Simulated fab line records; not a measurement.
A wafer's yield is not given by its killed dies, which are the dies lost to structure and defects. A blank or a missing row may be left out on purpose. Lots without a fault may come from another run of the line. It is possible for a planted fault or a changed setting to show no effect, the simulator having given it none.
Struck lot and sound lot, side by side | flow n5Finfet | 36 steps out of a route of 1938
Sound: wafers L832.2, L832.4, L832.6. Wafers L820.2, L820.3, L820.6 were the ones struck. Last of all comes the cause.
For every step that has rows: the tool of each side, followed by ch and its chambers, followed by its first start. Under that, the readings that differ: sound wafers | struck wafers | difference of the means | sigmas: that difference in standard deviations of wafers without a fault.
alike: readings whose means differ by less than 2 such deviations, and words and numbers that are the same on both sides. not compared: withheld readings, readings that some wafer has no value for, bounds like >300 that may hide the same value, and numbers for which the record gives no deviation and whose values overlap.
Wherever a step has rows on one side only, a row that says differs or no value, or a row with sigmas, the two part there. Non-overlapping numbers with no deviation appear without sigmas and do not part them. A reading missing from all wafers of one side parts the sides only when that side holds two or more wafers.

first, 9 steps without rows for these wafers: N5_BEOL_M4_ANNEAL_95 (time 240 s); N5_BEOL_M4_SPUTTER_96 (material Cu, target thk 4.5 nm, time 8.29 s); N5_BEOL_M4_ECD_50 (material Cu, target thk 300 nm); N5_BEOL_M4_ANNEAL_51 (time 90 s); N5_BEOL_M4_CMP_52 (polishes, stops on SiOC, t overpolish 6.8 s, target thk 40 nm); N5_BEOL_M4_PRE_CLEAN_60 (time 15 s); N5_BEOL_M4_CO_CAP_55 (material Co, precursor CCTBA/H2, target thk 2 nm, time 102.1 s); N5_BEOL_M4_PRE_CLEAN_56 (time 15 s); N5_BEOL_M4_DEP_57 (deposits SiCN from 3MS/NH3, target thk 8 nm, time 14 s).
N5_BEOL_M4_RC_MEAS_101:
  sound on prober-01 ch 0, day 13 10:15; struck on prober-01 ch 0, day 10 09:25
  alike: DIBL_N, DIBL_P, IOFF_N, IOFF_P, ION_N, ION_P, SS_N, SS_P, VT_N, VT_P
then, 24 steps without rows for these wafers: N5_BEOL_M5_ILD_DEP_00 (deposits SiCOH lowk from DEMS/porogen, target thk 140.64 nm, time 25.9 s); N5_BEOL_M5_CURE_79 (cures SiCOH lowk, time 240 s); N5_BEOL_M5_PECVD_70 (deposits SiO2 from TEOS/O2, target thk 16 nm, time 18 s); N5_BEOL_M5_HM_DEP_02 (deposits TiN, target thk 20 nm); N5_BEOL_M5_COAT_59 (time 60 s, resist thk 60 nm); N5_BEOL_M5_COAT_60 (time 60 s, resist thk 12 nm); N5_BEOL_M5_COAT_71 (time 60 s, resist thk 5 nm); N5_BEOL_M5_COAT_05 (resist thk 30 nm); N5_BEOL_M5_EBR_07; N5_BEOL_M5_SOFTBAKE_06 (time 60 s); N5_BEOL_M5_EXPOSE_08 (exposes mask M5, target cd 28 nm); N5_BEOL_M5_PEB_09 (peb time 60 s); N5_BEOL_M5_DEVELOP_10 (develop time 30 s); N5_BEOL_M5_DESCUM_16 (chemistry O2, time 7 s); N5_BEOL_M5_ETCH_72 (etches underlayer in N2/H2, target depth 6.5 nm, time 5.2 s); N5_BEOL_M5_ETCH_61 (etches SiARC in CF4, target depth 15.6 nm, time 26 s); N5_BEOL_M5_ETCH_62 (etches SOC in N2/H2, target depth 75 nm, overetch 15 nm, time 112.5 s); N5_BEOL_M5_STRIP_63 (strips in N2/H2); N5_BEOL_M5_STRIP_73 (strips in N2/H2); N5_BEOL_M5_STRIP_64 (strips in CF4); N5_BEOL_M5_HM_OPEN_17 (chemistry Cl2/BCl3, target TiN, target depth 20 nm, overetch 6 nm); N5_BEOL_M5_STRIP_19 (strips in O2); N5_BEOL_M5_COAT_65 (time 60 s, resist thk 60 nm); N5_BEOL_M5_COAT_66 (time 60 s, resist thk 12 nm).
N5_BEOL_M6_VIA_ETCH_34: etches SiCOH lowk in C4F6/O2, target depth 126.3 nm, time 50.9 s.
  sound on rieDiel-06 ch 0,2,3, day 14 07:19; struck on rieDiel-03 ch 1,3, day 11 05:46
  no value came back on the struck wafers for any of 8 readings (C4F6_flow_sccm (sccm), O2_flow_sccm (sccm) and others); on the sound wafers C4F6_flow_sccm (sccm) reads 9.977 9.982 10.011
reading                                   | sound        | struck       | difference | sigmas
model.SiARC_of_BEOL_M6_COAT_64.thkNm (nm) | 0 0 0        | 6.4 6.6 6.6  | +6.5       | 
model.SOC_of_BEOL_M6_COAT_63.thkNm (nm)   | 54.2 54.4 54 | 60 60.2 60.2 | +6         | 
  not compared: rfHoursCounterH
-- record jumps: 4 days separate the struck wafers' starts on either side; left off in module BEOL_M6, taken up again in module PASSIVATION, whose first shown step is the route's number 1936 --
N5_PASSIVATION_PROBE_49:
  sound on prober-01, day 17 18:53; struck on prober-02, day 14 19:41
reading                 | sound          | struck         | difference | sigmas
defectLimitedYield (%)  | 90.3 90.9 91.8 | 0 0 0          | -91        | -61
killed_at_M4_up         | 19 19 14       | 1083 1083 1078 | +1064      | +99 or more
killedAtOther           | 0 0 0          | 14 3 6         | +8         | +3
killedDies              | 114 107 97     | 1180 1180 1180 | +1074      | +63
killedOnRim             | 18 16 10       | 152 152 152    | +137       | +33
sort_bin_5_function (%) | 5.4 5.0 4.7    | 95.1 95.9 95.8 | +90.6      | +92
sortNPass               | 1066 1073 1083 | 0 0 0          | -1074      | -63
sortYieldPct (%)        | 90.3 90.9 91.8 | 0 0 0          | -91        | -61
  alike: killed_at_M0_to_M3, killedAtContacts, killedAtFrontEnd, killedOpen, killedShort, sort_bin_6_memory

== WHERE THEY PART ==
First at N5_BEOL_M6_VIA_ETCH_34; last, within this record, at N5_PASSIVATION_PROBE_49.

WHY: whatever the simulator had introduced
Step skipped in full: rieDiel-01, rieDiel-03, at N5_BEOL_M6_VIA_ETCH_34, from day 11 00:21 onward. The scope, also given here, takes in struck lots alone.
